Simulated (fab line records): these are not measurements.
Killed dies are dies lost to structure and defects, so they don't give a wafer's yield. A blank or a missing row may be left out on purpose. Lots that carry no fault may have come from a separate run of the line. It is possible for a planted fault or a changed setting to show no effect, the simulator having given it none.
A struck lot beside a sound one :: flow n5-finfet :: 26 steps out of a route of 1938
Sound: wafers L258.1, L258.2, L258.6. Struck: wafer L263.1. (L263.4, L263.6 of the same lot were not struck and are left out.) The cause comes at the end.
Order at every step that has rows: each side's tool, ch and its chambers, its first start. Under that, the readings that differ: sound wafers :: struck wafers :: difference of the means :: sigmas: that difference in standard deviations of wafers without a fault.
alike: a reading whose means differ by less than 2 such deviations, as well as words and numbers matching on both sides. not compared: withheld readings; readings where some wafer has no value; bounds like >300 that might hide an equal value; numbers whose values overlap and for which the record gives no deviation.
The two part at a step that has a row with sigmas, a row that says differs or no value, or rows on one side only. When numbers do not overlap yet have no deviation, they are printed without sigmas and do not part them. Lack of a reading on every wafer of one side parts them only where that side has two or more wafers.

first, 10 steps without rows for these wafers: N5_FIN_SAQP_PRECLEAN_42 (cleans in O3/DIW, time 60 s); N5_FIN_SAQP_PRECLEAN_00 (cleans in SC1, time 60 s); N5_FIN_SAQP_PRECLEAN_44 (cleans in SC2, time 45 s); N5_FIN_SAQP_SRD_01 (time 30 s); N5_FIN_SAQP_ALD_61 (deposits SiO2, target thk 4 nm, pulse time 1 s, purge time 2 s); N5_FIN_SAQP_DENSIFY_62 (time 60 s); N5_FIN_SAQP_HM_DEP_03 (deposits SiNx from SiH4/NH3/N2, target thk 38 nm, time 33.6 s); N5_FIN_SAQP_PECVD_47 (deposits a-Si from SiH4/He, target thk 45 nm, time 36.3 s); N5_FIN_SAQP_PECVD_48 (deposits SiNx from SiH4/NH3/N2, target thk 25 nm, time 22.1 s); N5_FIN_SAQP_PECVD_06 (deposits a-Si from SiH4/He, target thk 60 nm, time 48.1 s).
N5_FIN_SAQP_HM_DEP_72: deposits SiO2 from SiH4/N2O, target thk 12 nm, time 7.2 s.
  sound on pecvd-02 ch 1,2, day 2 03:02; struck on pecvd-02 ch 2, day 3 09:34
reading: model.SiO2_of_FIN_SAQP_HM_DEP_72.thk-nm (nm)
sound: 11.73 11.84 12.08
struck: 20.3
difference: +8.4
sigmas: 
  alike: heater-power-w, showerhead-plenum-p-Torr
then, 12 steps without rows for these wafers: N5_FIN_SAQP_COAT_49 (time 60 s, resist thk 100 nm); N5_FIN_SAQP_COAT_50 (time 60 s, resist thk 35 nm); N5_FIN_SAQP_COAT_10 (resist thk 90 nm); N5_FIN_SAQP_EBR_12; N5_FIN_SAQP_SOFTBAKE_11 (time 60 s); N5_FIN_SAQP_EXPOSE_13 (exposes mask FIN CORE, target cd 35.6 nm); N5_FIN_SAQP_PEB_14 (peb time 60 s); N5_FIN_SAQP_DEVELOP_15 (develop time 30 s); N5_FIN_SAQP_DESCUM_21 (chemistry O2, time 7.9 s); N5_FIN_SAQP_ETCH_51 (etches SiARC in CF4, target depth 45.5 nm, time 75.8 s); N5_FIN_SAQP_ETCH_52 (etches SOC in N2/H2, target depth 100 nm, overetch 20 nm, time 150 s); N5_FIN_SAQP_STRIP_53 (strips in N2/H2).
N5_FIN_SAQP_HM_OPEN_73: chemistry CHF3/O2, target SiO2, stops on a-Si, target depth 12 nm, time 16.8 s.
  sound on rie-diel-03 ch 0,2, day 2 03:39; struck on rie-diel-05 ch 1, day 3 10:19
reading: oes-product-au (a.u.)
sound: 0.44 0.40 0.45
struck: 0.56
difference: +0.13
sigmas: +4

reading: model.etch.depth-nm (nm)
sound: 11.73 11.84 12.08
struck: 20.3
difference: +8.4
sigmas: 
  alike: drypump-motor-current-A, rf-vpp-V, showerhead-plenum-p-Torr, throttle-valve-pct
  not compared: rf-hours-counter-h
then, 1 step without rows for these wafers: N5_FIN_SAQP_STRIP_74 (strips in CHF3/O2).
-- the record jumps here: 6 days lie between the struck wafers' starts before and after (it left off in module FIN_SAQP and takes up again in module BEOL_M4, whose first step shown is number 1111 of the route) --
N5_BEOL_M4_RC_MEAS_101:
  sound on prober-02 ch 0, day 8 15:31; struck on prober-01 ch 0, day 9 17:49
reading: SS_N (mV/dec)
sound: 71.2 70.6 71.5
struck: 73.2
difference: +2.1
sigmas: +4
  alike: DIBL_N, DIBL_P, IOFF_N, IOFF_P, ION_N, ION_P, SS_P, VT_N, VT_P

== WHERE THEY PART ==
Last at N5_BEOL_M4_RC_MEAS_101 as far as this record goes, first at N5_FIN_SAQP_HM_OPEN_73.

WHY: whatever the simulator had introduced
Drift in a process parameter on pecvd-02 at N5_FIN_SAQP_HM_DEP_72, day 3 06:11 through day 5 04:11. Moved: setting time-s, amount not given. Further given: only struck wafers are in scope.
